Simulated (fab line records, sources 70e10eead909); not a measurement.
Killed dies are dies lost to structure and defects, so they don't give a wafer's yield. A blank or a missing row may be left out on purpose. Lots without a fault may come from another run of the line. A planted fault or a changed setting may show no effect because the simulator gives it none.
Chamber matching | flow nand_harc | NHARC_P_ZERO_WELL_DESCUM_39 on rie_diel-13: 4 sister chambers
The step chemistry O2, time 3 s. 30 wafers are shown with their chamber, then 12 later ones without.

WAFERS WITH THEIR CHAMBER
wafer  | chamber | drypump_motor_current_A (A) | showerhead_plenum_p_Torr (Torr) | oes_product_au (a.u.)
L074.1 | 0       | 5.4                         | 1.97                            | 1.003
L074.2 | 3       | 6.2                         | 1.92                            | 1.017
L074.5 | 0       | 5.4                         | 1.97                            | 1.005
L076.1 | 0       | 5.4                         | 1.97                            | 1.011
L076.3 | 2       | 5.9                         | 1.90                            | 0.996
L076.6 | 0       | 5.4                         | 1.97                            | 1.004
L077.1 | 3       | 6.2                         | 1.92                            | 1.001
L077.2 | 1       | 5.7                         | 1.89                            | 1.003
L077.5 | 2       | 5.9                         | 1.89                            | 0.993
L078.4 | 2       | 5.9                         | 1.90                            | 1.003
L078.5 | 2       | 5.9                         | 1.89                            | 0.995
L078.6 | 3       | 6.2                         | 1.92                            | 1.003
L084.1 | 1       | 5.7                         | 1.89                            | 1.009
L084.2 | 0       | 5.4                         | 1.96                            | 0.998
L084.3 | 3       | 6.3                         | 1.91                            | 1.012
L086.2 | 1       | 5.7                         | 1.88                            | 1.001
L086.4 | 0       | 5.3                         | 1.96                            | 1.000
L086.6 | 2       | 5.9                         | 1.89                            | 0.994
L087.1 | 3       | 6.3                         | 1.91                            | 1.009
L087.2 | 2       | 5.9                         | 1.89                            | 1.005
L087.6 | 3       | 6.3                         | 1.91                            | 1.013
L088.3 | 1       | 5.6                         | 1.88                            | 1.001
L088.5 | 2       | 5.9                         | 1.89                            | 0.986
L088.6 | 3       | 6.2                         | 1.91                            | 1.011
L089.2 | 0       | 5.4                         | 1.95                            | 1.004
L089.4 | 2       | 5.9                         | 1.89                            | 1.004
L089.5 | 1       | 5.7                         | 1.88                            | 1.009
L090.1 | 1       | 5.6                         | 1.88                            | 0.999
L090.2 | 2       | 5.9                         | 1.89                            | 0.989
L090.3 | 3       | 6.2                         | 1.91                            | 0.995

SIGNATURES (means of the wafers above)
reading                  | chamber 0 | chamber 1 | chamber 2 | chamber 3 | scatter within a chamber
drypump_motor_current_A  | 5.386     | 5.667     | 5.900     | 6.237     | 0.0395
showerhead_plenum_p_Torr | 1.9643    | 1.8833    | 1.8922    | 1.9137    | 0.00571
oes_product_au           | 1.00357   | 1.00367   | 0.99611   | 1.00762   | 0.00597
Rule: a wafer's distance from a chamber is the root of the sum, over the readings, of the square of ((its reading less the chamber's mean) divided by the reading's scatter). The wafer belongs to the nearest chamber; if the next one is less than 2 further off, it can't be placed. The scatter: the root of (the sum of the squares of (reading less its chamber's mean) over the shown wafers, divided by (wafers less chambers)).

WAFERS WITHOUT THEIR CHAMBER
wafer  | drypump_motor_current_A (A) | showerhead_plenum_p_Torr (Torr) | oes_product_au (a.u.)
L091.2 | 5.4                         | 1.95                            | 1.010
L091.3 | 5.6                         | 1.88                            | 0.998
L091.6 | 5.4                         | 1.95                            | 1.004
L094.1 | 5.7                         | 1.88                            | 0.998
L094.4 | 5.4                         | 1.95                            | 1.006
L094.5 | 5.4                         | 1.95                            | 0.996
L095.1 | 5.9                         | 1.88                            | 0.997
L095.4 | 5.7                         | 1.88                            | 0.998
L095.5 | 5.4                         | 1.95                            | 0.995
L097.1 | 6.2                         | 1.90                            | 0.994
L097.3 | 5.4                         | 1.95                            | 0.975
L097.4 | 5.7                         | 1.87                            | 1.001

WHICH CHAMBER EACH WENT THROUGH
wafer  | from the rows above | in truth
L091.2 | 0                   | 0
L091.3 | 1                   | 1
L091.6 | 0                   | 0
L094.1 | 1                   | 1
L094.4 | 0                   | 0
L094.5 | 0                   | 0
L095.1 | 2                   | 2
L095.4 | 1                   | 1
L095.5 | 0                   | 0
L097.1 | 3                   | 3
L097.3 | 0                   | 0
L097.4 | 1                   | 1
Placed correctly: 12 of 12. Can't be placed from these rows: 0. Placed wrongly: 0.
